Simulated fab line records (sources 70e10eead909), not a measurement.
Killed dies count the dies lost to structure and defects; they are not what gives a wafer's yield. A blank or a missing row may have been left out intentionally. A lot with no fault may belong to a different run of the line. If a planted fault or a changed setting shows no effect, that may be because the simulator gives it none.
fab line records	flow nandHarc
[record] lots = 24	wafers = 72	lastDay = 32
route steps=1302 shown P_ZERO_WELL@19 P_STI@96 P_GATE@142 P_M0@277
lots with no fault: from the same line, run without faults
startH: start of the lot's first displayed wafer, in hours after the record's first day	waitH: hours since the lot's step before	" repeats the value in the row above	L1.1+2: one row covering several wafers at once	- no value, or no start was given	* or withheld: withheld	< > ~ a bound
route shown NAME@n: NAME is a module with steps in the file, n the number in the route of the first one	usual: the fault-free wafers' mean and standard deviation	same: alike in all rows	chamber/n: place in a boat	sites: each site's reading	_std_site: standard deviation across them	_edge_site: mean of outer sites minus mean of inner sites	radiusMm: for every site, how far away it sits from the centre of the wafer	mask NAME#n: copy n	behind: tool/chamber where the wafer was last shaped	hold: the reason the lot was held/the length of the hold in hours/how it ended	device: names the non-switching transistor (n, p or np)	end of line: tests of these same wafers at the route's end	a step given without rows: its recipe and nothing more	killed: the dies lost at the first sort to structure and to defects; this is not the yield of the wafer	map: the dies of a wafer, with x for killed, . for not killed, _ for no die there
set.NAME: the setting the step ran with; set.NAME@STEP: the setting that earlier step ran with	model.NAME: the simulator's own value behind a step, which no gauge read
route steps across a sampled set of lots; one table per step, one row per wafer
services: from which hour (startH, from the record's first day; less than 0 if before it) a tool's chamber was out of use, for how many hours, and why
[[steps]]
[step NHARC_P_ZERO_WELL_ETCH_63]
[recipe] targetDepthA = 1200	timeS = 40.1	hbrFlowSccm = 150	cl2FlowSccm = 50	rfW = 400	icpW = 400	biasW = 100	chemistry = HBr/Cl2
[usual] chamberPressureMTorr = 15.000/0.014	drypumpMotorCurrentA = 5.7/0.34	oesProductAu = 0.995/0.016	throttleValvePct = 26.407/0.0088
lot.wafer	tool	chamber	startH	waitH	chamberPressureMTorr	drypumpMotorCurrentA	oesProductAu	rfHoursCounterH	throttleValvePct
L074.3	rieSi-04	0	22.22	-	15.016	5.9	0.969	0.16	26.412
L074.2	"	2	"	"	14.999	5.6	0.997	0.08	26.412
L074.4	"	3	"	"	14.997	5.3	0.985	0.08	26.407
L075.2	rieSi-04	1	32.07	-	15.007	5.9	1.001	0.24	26.418
L075.5	"	1	"	"	14.983	5.9	1.004	-	26.400
L075.6	"	2	"	"	14.988	5.6	0.994	-	26.401
L076.2	rieSi-02	2	41.66	-	14.991	6.2	1.020	0.72	26.415
L076.3	"	0	"	"	15.010	5.6	1.014	0.64	26.416
L076.6	"	2	"	"	14.975	6.2	1.014	-	26.415
L077.4	rieSi-05	3	51.62	-	14.987	5.1	0.981	0.53	26.400
L077.3	"	1	"	"	15.008	5.8	1.001	0.52	26.402
L077.2	"	2	"	"	15.002	5.8	1.000	0.55	26.403
L078.3	rieSi-04	3	61.76	-	14.988	5.3	0.989	0.23	26.397
L078.4	"	2	"	"	15.000	5.6	0.994	0.21	26.396
L078.6	"	0	"	"	14.983	6.0	0.994	-	26.412
L079.1	rieSi-04	1	71.56	-	15.014	6.0	0.994	0.44	26.417
L079.3	"	3	"	"	15.003	5.3	0.973	0.38	26.405
L079.6	"	1	"	"	14.995	5.9	0.996	-	26.397
L080.2	rieSi-02	2	81.69	-	14.987	6.2	1.014	0.91	26.407
L080.3	"	3	"	"	15.009	6.4	1.005	0.90	26.404
L080.5	"	0	"	"	14.998	5.6	1.013	-	26.407
L081.3	rieSi-02	2	91.84	-	15.015	6.2	1.019	0.96	26.421
L081.1	"	3	"	"	14.989	6.3	1.028	0.97	26.413
L081.5	"	1	"	"	15.017	5.7	0.976	-	26.408
L082.2	rieSi-04	1	101.66	-	15.022	6.0	1.004	0.58	26.408
L082.4	"	0	"	"	15.017	5.9	0.995	0.62	26.407
L082.5	"	2	"	"	15.007	5.6	0.995	-	26.409
L083.3	rieSi-05	3	112.10	-	15.016	5.1	0.980	0.86	26.403
L083.4	"	0	"	"	14.984	5.4	0.982	0.78	26.419
L083.1	"	1	"	"	15.013	5.8	0.998	0.95	26.396
L084.3	rieSi-04	2	121.74	-	14.980	5.6	0.987	0.66	26.401
L084.1	"	0	"	"	14.995	5.9	0.988	0.79	26.388
L084.4	"	1	"	"	15.005	5.9	0.994	0.75	26.414
L085.3	rieSi-02	1	131.68	-	14.999	5.7	0.985	0.13	26.405
L085.5	"	1	"	"	15.012	5.7	0.991	-	26.396
L085.6	"	2	"	"	14.986	6.2	1.022	-	26.412
L086.1	rieSi-05	3	141.73	-	15.012	5.1	1.014	0.05	26.402
L086.4	"	2	"	"	15.023	5.8	1.024	0.05	26.390
L086.6	"	3	"	"	15.007	5.1	1.003	-	26.402
L087.1	rieSi-04	0	151.59	-	15.004	5.9	0.982	1.06	26.396
L087.4	"	1	"	"	15.034	5.9	1.001	1.04	26.408
L087.6	"	3	"	"	14.991	5.3	0.967	-	26.401
L088.1	rieSi-02	1	161.74	-	14.995	5.7	0.979	0.29	26.391
L088.4	"	2	"	"	15.008	6.2	1.024	0.29	26.391
L088.6	"	0	"	"	15.003	5.6	1.016	-	26.393
L089.4	rieSi-05	2	173.06	-	15.001	5.8	1.014	0.24	26.414
L089.5	"	0	"	"	15.010	5.4	0.975	-	26.399
L089.6	"	1	"	"	14.988	5.8	1.003	-	26.411
L090.4	rieSi-05	3	181.67	-	14.991	5.1	1.007	0.24	26.406
L090.3	"	1	"	"	14.993	5.8	0.997	0.30	26.411
L090.5	"	3	"	"	15.018	5.1	0.997	-	26.406
L091.4	rieSi-02	2	191.68	-	15.011	6.2	1.032	0.42	26.418
L091.3	"	3	"	"	14.999	6.3	1.002	0.42	26.424
L091.5	"	2	"	"	15.011	6.2	1.023	-	26.428
L092.3	rieSi-05	3	201.68	-	14.976	5.1	1.002	0.33	26.405
L092.1	"	0	"	"	15.016	5.4	0.984	0.41	26.397
L092.5	"	3	"	"	14.987	5.1	0.996	-	26.410
L093.2	rieSi-05	3	217.14	-	14.987	5.1	1.011	0.44	26.407
L093.3	"	0	"	"	14.996	5.5	0.979	0.53	26.413
L093.6	"	0	"	"	14.989	5.4	0.980	-	26.416
L094.3	rieSi-02	1	221.55	-	15.015	5.7	0.989	0.67	26.400
L094.4	"	2	"	"	14.967	6.2	1.006	0.61	26.419
L094.1	"	3	"	"	15.004	6.4	0.999	0.62	26.415
L095.2	rieSi-04	1	231.54	-	14.999	5.9	1.007	0.32	26.396
L095.3	"	3	"	"	14.989	5.2	0.971	0.31	26.397
L095.5	"	2	"	"	15.010	5.6	0.985	-	26.393
L096.3	rieSi-05	3	241.59	-	15.011	5.1	1.005	0.54	26.401
L096.5	"	3	"	"	15.004	5.1	0.996	-	26.396
L096.6	"	0	"	"	14.974	5.4	0.975	-	26.412
L097.4	rieSi-04	1	251.65	-	14.984	5.9	0.994	0.54	26.416
L097.1	"	3	"	"	15.008	5.3	0.966	0.42	26.415
L097.3	"	0	"	"	15.031	5.9	0.989	0.42	26.400
[step NHARC_P_ZERO_WELL_RTA_42]
[recipe] tempC = 1100	timeS = 300
[usual] lampPowerPct = 35.8/2.1	lamp_zone_2_pct = 35.8/2.1	lamp_zone_3_pct = 35.8/2.1	wafer_temp_C_max = 1105.2/1.4
lot.wafer	tool	chamber	startH	waitH	lampPowerPct	lamp_zone_2_pct	lamp_zone_3_pct	wafer_temp_C_max
L074.2	rtpAnneal-02	0	29.42	-	33.9	34.0	34.0	1104.9
L074.3	"	0	"	"	34.0	33.9	34.0	1106.1
L074.4	"	0	"	"	34.0	34.0	34.0	1105.4
L075.2	rtpAnneal-02	0	37.35	-	34.0	34.0	34.1	1104.6
L075.5	"	0	"	"	33.9	34.0	34.0	1106.1
L075.6	"	0	"	"	34.0	34.0	34.0	1104.4
L076.2	rtpAnneal-02	0	47.05	-	34.0	34.1	34.0	1104.6
L076.3	"	0	"	"	34.0	34.0	34.0	1105.6
L076.6	"	0	"	"	34.0	34.0	34.0	1105.1
L077.2	rtpAnneal-02	0	56.80	-	34.1	34.0	34.0	1106.9
L077.3	"	0	"	"	34.0	34.1	34.0	1105.4
L077.4	"	0	"	"	34.0	34.0	34.0	1106.5
L078.3	rtpAnneal-01	0	67.17	-	38.3	38.3	38.3	1104.2
L078.4	"	0	"	"	38.3	38.2	38.3	1103.9
L078.6	"	0	"	"	38.4	38.2	38.3	1104.1
L079.1	rtpAnneal-02	0	77.03	-	34.0	34.0	34.0	1103.9
L079.3	"	0	"	"	34.0	34.0	34.0	1105.1
L079.6	"	0	"	"	34.0	34.0	34.0	1104.2
L080.2	rtpAnneal-02	0	89.44	-	34.0	34.0	34.0	1105.2
L080.3	"	0	"	"	34.0	34.1	34.0	1107.8
L080.5	"	0	"	"	34.0	34.0	34.0	1104.5
L081.1	rtpAnneal-02	0	97.34	-	34.0	34.1	34.0	1104.7
L081.3	"	0	"	"	34.0	34.0	34.0	1106.8
L081.5	"	0	"	"	34.0	34.0	34.0	1106.4
L082.2	rtpAnneal-02	0	106.99	-	34.0	34.0	34.0	1105.1
L082.4	"	0	"	"	34.0	34.0	34.0	1103.9
L082.5	"	0	"	"	34.0	34.1	34.0	1104.8
L083.1	rtpAnneal-01	0	117.22	-	38.4	38.4	38.4	1104.0
L083.3	"	0	"	"	38.3	38.3	38.3	1103.5
L083.4	"	0	"	"	38.4	38.4	38.3	1103.7
L084.1	rtpAnneal-01	0	126.83	-	38.3	38.4	38.3	1105.3
L084.3	"	0	"	"	38.3	38.4	38.3	1103.4
L084.4	"	0	"	"	38.3	38.2	38.2	1104.1
L085.3	rtpAnneal-01	0	137.27	-	38.4	38.3	38.4	1105.1
L085.5	"	0	"	"	38.4	38.4	38.3	1105.1
L085.6	"	0	"	"	38.4	38.3	38.4	1103.2
L086.1	rtpAnneal-02	0	146.98	-	34.0	34.0	34.0	1105.2
L086.4	"	0	"	"	34.0	34.1	34.0	1106.5
L086.6	"	0	"	"	34.0	34.0	34.0	1104.2
L087.1	rtpAnneal-02	0	156.85	-	34.0	34.0	34.0	1105.6
L087.4	"	0	"	"	34.0	34.0	34.1	1105.5
L087.6	"	0	"	"	34.0	34.0	34.0	1106.8
L088.1	rtpAnneal-01	0	166.83	-	38.3	38.2	38.3	1103.5
L088.4	"	0	"	"	38.2	38.2	38.2	1104.2
L088.6	"	0	"	"	38.2	38.2	38.3	1104.8
L089.4	rtpAnneal-01	0	178.71	-	38.4	38.4	38.3	1104.5
L089.5	"	0	"	"	38.3	38.4	38.4	1103.7
L089.6	"	0	"	"	38.4	38.3	38.4	1104.4
L090.3	rtpAnneal-01	0	187.16	-	38.3	38.3	38.4	1103.2
L090.4	"	0	"	"	38.4	38.4	38.4	1103.8
L090.5	"	0	"	"	38.3	38.3	38.4	1103.7
L091.3	rtpAnneal-02	0	198.01	-	33.9	33.9	33.9	1104.2
L091.4	"	0	"	"	33.9	33.9	34.0	1104.9
L091.5	"	0	"	"	33.9	33.9	33.9	1106.6
L092.1	rtpAnneal-01	0	207.02	-	38.4	38.4	38.3	1105.0
L092.3	"	0	"	"	38.4	38.4	38.4	1103.4
L092.5	"	0	"	"	38.3	38.4	38.4	1102.9
L093.2	rtpAnneal-02	0	222.47	-	34.0	34.1	34.0	1105.2
L093.3	"	0	"	"	34.0	34.0	34.0	1105.9
L093.6	"	0	"	"	34.0	34.0	34.0	1106.0
L094.1	rtpAnneal-02	0	226.87	-	34.0	34.0	34.0	1106.8
L094.3	"	0	"	"	34.0	34.0	33.9	1107.2
L094.4	"	0	"	"	34.1	34.0	34.0	1106.8
L095.2	rtpAnneal-01	0	237.11	-	38.4	38.4	38.4	1104.3
L095.3	"	0	"	"	38.3	38.4	38.4	1103.4
L095.5	"	0	"	"	38.4	38.3	38.5	1103.7
L096.3	rtpAnneal-02	0	247.21	-	33.9	33.9	34.0	1105.0
L096.5	"	0	"	"	34.0	33.9	33.9	1109.4
L096.6	"	0	"	"	33.9	33.9	33.9	1108.0
L097.1	rtpAnneal-01	0	258.34	-	38.3	38.3	38.4	1103.2
L097.3	"	0	"	"	38.3	38.3	38.2	1106.3
L097.4	"	0	"	"	38.3	38.3	38.3	1104.2
[step NHARC_P_STI_OCD_MEAS_43]
[usual] trenchDepthNm = 301/7.3	trenchFootCdNm = 160.5/2.4
lot.wafer	tool	chamber	startH	waitH	trenchDepthNm	trenchFootCdNm
L074.2	ocd-02	-	56.17	-	299	162.7
L074.3	"	-	"	"	302	162.8
L074.4	"	-	"	"	292	157.0
L075.2	ocd-01	-	56.27	-	308	161.2
L075.5	"	-	"	"	301	160.8
L075.6	"	-	"	"	304	161.2
L076.2	ocd-01	-	64.65	-	299	160.8
L076.3	"	-	"	"	303	159.9
L076.6	"	-	"	"	309	157.4
L077.2	ocd-02	-	75.89	-	296	162.4
L077.3	"	-	"	"	298	160.8
L077.4	"	-	"	"	305	162.2
L078.3	ocd-01	-	84.79	-	302	157.8
L078.4	"	-	"	"	299	160.2
L078.6	"	-	"	"	309	155.4
L079.1	ocd-01	-	94.78	-	300	162.7
L079.3	"	-	"	"	295	165.5
L079.6	"	-	"	"	296	164.2
L080.2	ocd-01	-	105.67	-	305	163.2
L080.3	"	-	"	"	292	161.6
L080.5	"	-	"	"	306	160.1
L081.1	ocd-02	-	115.72	-	289	160.2
L081.3	"	-	"	"	307	156.1
L081.5	"	-	"	"	304	160.1
L082.2	ocd-02	-	124.53	-	303	160.0
L082.4	"	-	"	"	296	160.6
L082.5	"	-	"	"	296	158.9
L083.1	ocd-02	-	136.08	-	300	162.1
L083.3	"	-	"	"	305	158.4
L083.4	"	-	"	"	299	161.6
L084.1	ocd-02	-	145.15	-	314	160.4
L084.3	"	-	"	"	301	158.9
L084.4	"	-	"	"	290	161.8
L085.3	ocd-01	-	157.81	-	303	159.7
L085.5	"	-	"	"	303	162.2
L085.6	"	-	"	"	302	163.3
L086.1	ocd-01	-	165.67	-	297	161.7
L086.4	"	-	"	"	287	163.3
L086.6	"	-	"	"	284	164.1
L087.1	ocd-02	-	174.06	-	285	158.7
L087.4	"	-	"	"	299	164.0
L087.6	"	-	"	"	296	160.9
L088.1	ocd-02	-	183.89	-	300	163.6
L088.4	"	-	"	"	300	159.0
L088.6	"	-	"	"	301	162.1
L089.4	ocd-01	-	195.62	-	286	160.5
L089.5	"	-	"	"	288	165.7
L089.6	"	-	"	"	301	159.2
L090.3	ocd-02	-	204.80	-	301	158.7
L090.4	"	-	"	"	287	164.4
L090.5	"	-	"	"	298	158.9
L091.3	ocd-01	-	218.34	-	307	161.2
L091.4	"	-	"	"	289	162.5
L091.5	"	-	"	"	288	161.0
L092.1	ocd-02	-	228.63	-	315	156.1
L092.3	"	-	"	"	288	163.4
L092.5	"	-	"	"	287	157.2
L093.2	ocd-02	-	240.10	-	306	160.0
L093.3	"	-	"	"	309	155.1
L093.6	"	-	"	"	312	154.7
L094.1	ocd-02	-	245.30	-	292	159.9
L094.3	"	-	"	"	312	160.5
L094.4	"	-	"	"	300	160.1
L095.2	ocd-01	-	255.42	-	293	160.5
L095.3	"	-	"	"	310	156.8
L095.5	"	-	"	"	296	159.6
L096.3	ocd-02	-	263.55	-	314	156.9
L096.5	"	-	"	"	311	162.7
L096.6	"	-	"	"	301	159.2
L097.1	ocd-01	-	276.08	-	303	160.5
L097.3	"	-	"	"	304	160.1
L097.4	"	-	"	"	302	159.3
[step NHARC_P_GATE_OVL_MEAS_27]
[usual] overlayXNm = 0.1/0.98	overlayYNm = 0.1/0.84
lot.wafer	tool	chamber	startH	waitH	overlayXNm	overlayYNm
L074.2	overlay-02	-	103.57	-	0.8	0.7
L074.3	"	-	"	"	0.2	1.2
L074.4	"	-	"	"	0.1	0.8
L075.2	overlay-01	-	104.21	-	1.4	1.4
L075.5	"	-	"	"	0.7	1.2
L075.6	"	-	"	"	1.0	1.3
L076.2	overlay-02	-	114.63	-	0.4	0.6
L076.3	"	-	"	"	-0.3	0.7
L076.6	"	-	"	"	0.1	0.4
L077.2	overlay-01	-	130.65	-	2.7	-0.5
L077.3	"	-	"	"	2.5	-0.2
L077.4	"	-	"	"	2.3	-1.4
L078.3	overlay-02	-	131.73	-	-0.3	1.5
L078.4	"	-	"	"	0.1	2.4
L078.6	"	-	"	"	-0.3	1.9
L079.1	overlay-02	-	142.42	-	-1.0	-0.5
L079.3	"	-	"	"	-1.3	-0.6
L079.6	"	-	"	"	-1.4	-0.3
L080.2	overlay-01	-	159.36	-	-1.1	0.5
L080.3	"	-	"	"	-0.9	0.3
L080.5	"	-	"	"	-0.9	0.1
L081.1	overlay-02	-	165.94	-	-0.2	0.6
L081.3	"	-	"	"	-0.3	1.1
L081.5	"	-	"	"	0.0	0.7
L082.2	overlay-01	-	176.35	-	-0.1	-1.0
L082.4	"	-	"	"	0.6	-0.7
L082.5	"	-	"	"	0.4	-0.4
L084.1	overlay-01	-	193.60	-	-0.6	-0.2
L084.3	"	-	"	"	-1.4	0.1
L084.4	"	-	"	"	-0.8	-0.5
L083.1	overlay-01	-	194.41	-	1.0	-0.3
L083.3	"	-	"	"	0.5	-0.1
L083.4	"	-	"	"	0.2	0.0
L085.3	overlay-01	-	210.13	-	-1.1	0.1
L085.5	"	-	"	"	-1.1	-0.1
L085.6	"	-	"	"	-1.2	0.7
L086.1	overlay-01	-	215.11	-	1.2	1.3
L086.4	"	-	"	"	1.3	1.4
L086.6	"	-	"	"	1.5	1.4
L087.1	overlay-01	-	221.83	-	0.1	0.2
L087.4	"	-	"	"	0.3	0.8
L087.6	"	-	"	"	0.6	0.9
L088.1	overlay-01	-	239.73	-	0.6	0.4
L088.4	"	-	"	"	0.9	0.1
L088.6	"	-	"	"	0.9	-0.4
L089.4	overlay-02	-	245.59	-	-1.9	-1.0
L089.5	"	-	"	"	-1.8	-0.8
L089.6	"	-	"	"	-1.1	-1.0
L090.3	overlay-02	-	260.22	-	-0.4	-1.4
L090.4	"	-	"	"	-0.4	-1.8
L090.5	"	-	"	"	0.6	-1.5
L091.3	overlay-01	-	268.65	-	2.0	-0.3
L091.4	"	-	"	"	2.1	0.6
L091.5	"	-	"	"	1.8	0.0
L092.1	overlay-01	-	284.61	-	-0.7	-1.2
L092.3	"	-	"	"	-0.3	-0.7
L092.5	"	-	"	"	-0.4	-1.1
L093.2	overlay-01	-	291.83	-	-0.3	-0.3
L093.3	"	-	"	"	-0.3	0.4
L093.6	"	-	"	"	-0.3	0.2
L094.1	overlay-02	-	296.25	-	0.0	0.7
L094.3	"	-	"	"	0.7	0.4
L094.4	"	-	"	"	0.1	-0.2
L096.3	overlay-02	-	308.73	-	-0.3	0.5
L096.5	"	-	"	"	-0.3	0.1
L096.6	"	-	"	"	0.0	0.1
L095.2	overlay-01	-	308.88	-	0.6	-0.7
L095.3	"	-	"	"	0.3	-0.5
L095.5	"	-	"	"	0.7	-0.4
L097.1	overlay-01	-	325.98	-	0.2	0.8
L097.3	"	-	"	"	0.2	0.8
L097.4	"	-	"	"	0.6	0.8
[step NHARC_P_GATE_ALD_36]
[recipe] targetThkA = 200	pulseTimeS = 60	aldCycles = 223	tempC = 400	material = SiNx
[usual] heaterPowerOuterW = 534/46	heaterPowerW = 853/73	precursorPulseHeightRel = 1.004/0.019
lot.wafer	tool	chamber	startH	waitH	heaterPowerOuterW	heaterPowerW	precursorPulseHeightRel
L074.3	aldSin-04	0	104.93	-	473	736	1.014
L074.4	"	1	105.98	-	610	983	0.965
L074.2	"	2	107.03	-	495	828	1.036
L075.2	aldSin-01	1	105.68	-	574	931	1.026
L075.6	"	1	109.95	-	571	952	0.998
L075.5	"	2	111.02	-	479	787	1.034
L076.2	aldSin-03	1	115.98	-	446	776	1.008
L076.3	"	2	117.03	-	512	793	0.978
L076.6	"	1	120.17	-	461	771	0.984
L077.2	aldSin-04	3	132.00	-	560	847	0.996
L077.4	"	0	133.06	-	462	750	1.014
L077.3	"	2	135.17	-	500	799	1.015
L078.3	aldSin-01	0	133.08	-	539	833	1.032
L078.4	"	3	136.31	-	529	858	1.011
L078.6	"	1	138.46	-	577	953	0.997
L079.3	aldSin-03	3	144.94	-	555	956	1.018
L079.1	"	0	146.00	-	587	904	1.012
L079.6	"	3	149.17	-	565	910	0.999
L080.2	aldSin-04	3	161.86	-	550	837	1.008
L080.3	"	1	163.99	-	607	969	1.007
L080.5	"	3	166.12	-	557	835	0.978
L081.1	aldSin-01	2	168.33	-	493	826	0.999
L081.3	"	3	169.38	-	545	830	1.014
L081.5	"	2	172.51	-	499	820	0.988
L082.2	aldSin-04	0	177.72	-	488	750	1.021
L082.4	"	3	180.91	-	550	856	0.987
L082.5	"	1	183.05	-	618	958	0.997
L084.1	aldSin-03	3	194.95	-	556	935	1.016
L084.4	"	0	196.00	-	566	904	0.955
L084.3	"	2	198.12	-	505	791	0.985
L083.1	aldSin-01	1	195.76	-	592	947	1.010
L083.3	"	2	196.81	-	497	814	0.997
L083.4	"	0	198.92	-	534	837	1.013
L085.3	aldSin-04	1	213.61	-	603	951	1.015
L085.5	"	3	215.73	-	549	848	0.986
L085.6	"	0	216.78	-	473	742	1.019
L086.4	aldSin-03	3	217.59	-	563	918	0.969
L086.1	"	1	219.68	-	458	782	1.002
L086.6	"	2	220.72	-	484	802	0.994
L087.4	aldSin-04	0	224.24	-	471	740	1.030
L087.1	"	2	226.37	-	518	807	0.970
L087.6	"	0	228.49	-	487	750	0.973
L088.1	aldSin-01	1	241.08	-	577	955	1.010
L088.4	"	0	244.33	-	563	877	1.002
L088.6	"	2	246.50	-	495	836	1.007
L089.4	aldSin-03	1	246.95	-	448	774	0.996
L089.5	"	1	251.21	-	464	776	1.030
L089.6	"	2	252.27	-	492	826	0.998
L090.4	aldSin-04	0	261.60	-	480	759	1.003
L090.3	"	2	263.73	-	506	786	1.022
L090.5	"	0	265.86	-	478	726	1.034
L091.4	aldSin-01	1	270.03	-	574	966	1.005
L091.3	"	0	273.21	-	576	849	1.019
L091.5	"	1	274.27	-	575	973	1.018
L092.1	aldSin-03	1	287.45	-	462	780	1.012
L092.3	"	3	288.88	-	585	908	0.984
L092.5	"	0	290.30	-	563	931	1.004
L093.2	aldSin-04	0	293.18	-	484	759	0.965
L093.3	"	1	294.23	-	620	958	0.996
L093.6	"	0	297.40	-	486	776	0.971
L094.3	aldSin-01	2	297.61	-	506	853	0.995
L094.4	"	3	298.66	-	537	846	1.009
L094.1	"	1	300.76	-	564	977	1.018
L095.3	aldSin-04	1	310.23	-	616	968	1.010
L095.2	"	3	312.31	-	555	847	1.024
L095.5	"	2	315.44	-	500	774	1.009
L096.3	aldSin-03	3	311.13	-	564	921	1.016
L096.6	"	2	314.28	-	493	804	0.982
L096.5	"	3	315.33	-	569	949	1.008
L097.4	aldSin-01	3	327.33	-	530	832	1.024
L097.3	"	0	328.39	-	560	868	1.010
L097.1	"	2	330.50	-	499	831	0.998
[step NHARC_P_M0_ANNEAL_30]
[recipe] tempC = 225	timeS = 90
[usual] annealTempC = 225.00/0.19	wafer_temp_C_max = 225.9/0.3
lot.wafer	tool	chamber	startH	waitH	annealTempC	wafer_temp_C_max
L074.2	rtpAnneal-02	0	129.68	0.4	225.31	225.6
L074.3	"	0	"	"	225.21	225.9
L074.4	"	0	"	"	224.84	225.9
L075.2	rtpAnneal-01	0	130.56	-	224.78	226.0
L075.5	"	0	"	"	225.03	226.1
L075.6	"	0	"	"	224.77	225.9
L076.2	rtpAnneal-02	0	140.80	0.4	224.99	225.9
L076.3	"	0	"	"	225.19	225.9
L076.6	"	0	"	"	224.77	225.8
L077.2	rtpAnneal-01	0	157.28	0.4	224.97	225.5
L077.3	"	0	"	"	224.93	225.8
L077.4	"	0	"	"	224.98	225.7
L078.3	rtpAnneal-01	0	158.04	-	224.97	225.7
L078.4	"	0	"	"	224.71	225.8
L078.6	"	0	"	"	224.88	226.0
L079.1	rtpAnneal-01	0	168.92	-	225.10	226.1
L079.3	"	0	"	"	225.17	226.1
L079.6	"	0	"	"	225.13	225.8
L080.2	rtpAnneal-02	0	186.17	-	225.02	226.4
L080.3	"	0	"	"	224.92	226.5
L080.5	"	0	"	"	224.95	226.3
L081.1	rtpAnneal-02	0	192.00	0.3	225.37	225.6
L081.3	"	0	"	"	225.55	226.2
L081.5	"	0	"	"	225.19	225.8
L082.2	rtpAnneal-02	0	202.76	-	225.14	226.3
L082.4	"	0	"	"	224.77	226.0
L082.5	"	0	"	"	225.23	226.4
L084.1	rtpAnneal-01	0	219.33	0.3	225.13	226.0
L084.3	"	0	"	"	225.28	226.2
L084.4	"	0	"	"	224.87	225.4
L083.1	rtpAnneal-02	0	220.48	-	225.19	226.5
L083.3	"	0	"	"	225.41	226.0
L083.4	"	0	"	"	225.07	226.0
L085.3	rtpAnneal-02	0	236.42	0.3	224.90	226.3
L085.5	"	0	"	"	225.20	226.3
L085.6	"	0	"	"	224.94	226.4
L086.1	rtpAnneal-02	0	241.46	-	225.13	226.2
L086.4	"	0	"	"	225.06	226.5
L086.6	"	0	"	"	225.01	226.8
L087.1	rtpAnneal-01	0	248.09	0.3	224.94	225.5
L087.4	"	0	"	"	224.69	225.7
L087.6	"	0	"	"	225.07	225.5
L088.1	rtpAnneal-01	0	265.58	-	224.86	225.9
L088.4	"	0	"	"	225.07	225.6
L088.6	"	0	"	"	224.74	225.7
L089.4	rtpAnneal-01	0	272.02	0.3	225.05	225.8
L089.5	"	0	"	"	224.91	225.6
L089.6	"	0	"	"	224.76	225.7
L090.3	rtpAnneal-01	0	286.14	0.3	225.44	225.6
L090.4	"	0	"	"	224.93	225.7
L090.5	"	0	"	"	224.73	225.7
L091.3	rtpAnneal-01	0	295.45	-	225.32	225.5
L091.4	"	0	"	"	225.14	225.7
L091.5	"	0	"	"	225.11	225.9
L092.1	rtpAnneal-02	0	312.70	-	224.81	226.1
L092.3	"	0	"	"	224.70	226.2
L092.5	"	0	"	"	224.84	225.9
L093.2	rtpAnneal-01	0	318.33	0.4	225.04	225.7
L093.3	"	0	"	"	225.07	225.6
L093.6	"	0	"	"	225.20	225.4
L094.1	rtpAnneal-01	0	322.28	0.3	225.04	225.6
L094.3	"	0	"	"	225.24	225.6
L094.4	"	0	"	"	225.00	226.1
L096.3	rtpAnneal-02	0	334.85	0.3	225.13	226.0
L096.5	"	0	"	"	225.24	226.3
L096.6	"	0	"	"	225.01	226.5
L095.2	rtpAnneal-02	0	335.99	-	224.73	226.5
L095.3	"	0	"	"	224.86	226.4
L095.5	"	0	"	"	225.00	226.6
L097.1	rtpAnneal-01	0	352.32	-	224.96	225.8
L097.3	"	0	"	"	224.85	225.7
L097.4	"	0	"	"	224.68	225.4
[[services]]
tool	chamber	startH	hours	kind
aldSin-01	3	6.89	12.6	repair
rtpAnneal-02	-	12.06	12.0	pm
aldSin-01	1	18.56	5.8	repair
rieSi-04	0	23.00	5.5	repair
rieSi-04	3	33.79	2.3	repair
aldSin-01	-	42.19	10.0	pm
rieSi-04	2	43.18	3.8	repair
aldSin-04	-	87.49	10.0	pm
rieSi-05	-	95.51	1.2	repair
rieSi-04	-	97.74	0.7	repair
rieSi-04	3	115.44	2.0	repair
rieSi-05	-	128.00	9.0	pm
rieSi-04	-	165.00	9.0	pm
aldSin-04	-	187.32	0.4	repair
aldSin-04	1	187.97	4.3	repair
rieSi-05	3	188.08	6.6	repair
aldSin-01	0	204.55	5.2	repair
rieSi-04	3	214.54	1.3	repair
aldSin-04	-	246.12	1.6	repair
aldSin-04	-	304.91	1.0	repair
rieSi-04	1	310.54	9.6	repair
aldSin-04	1	333.67	32.1	repair
aldSin-04	3	337.61	7.6	repair
rieSi-04	-	342.00	9.0	pm
[[key]]
fault none
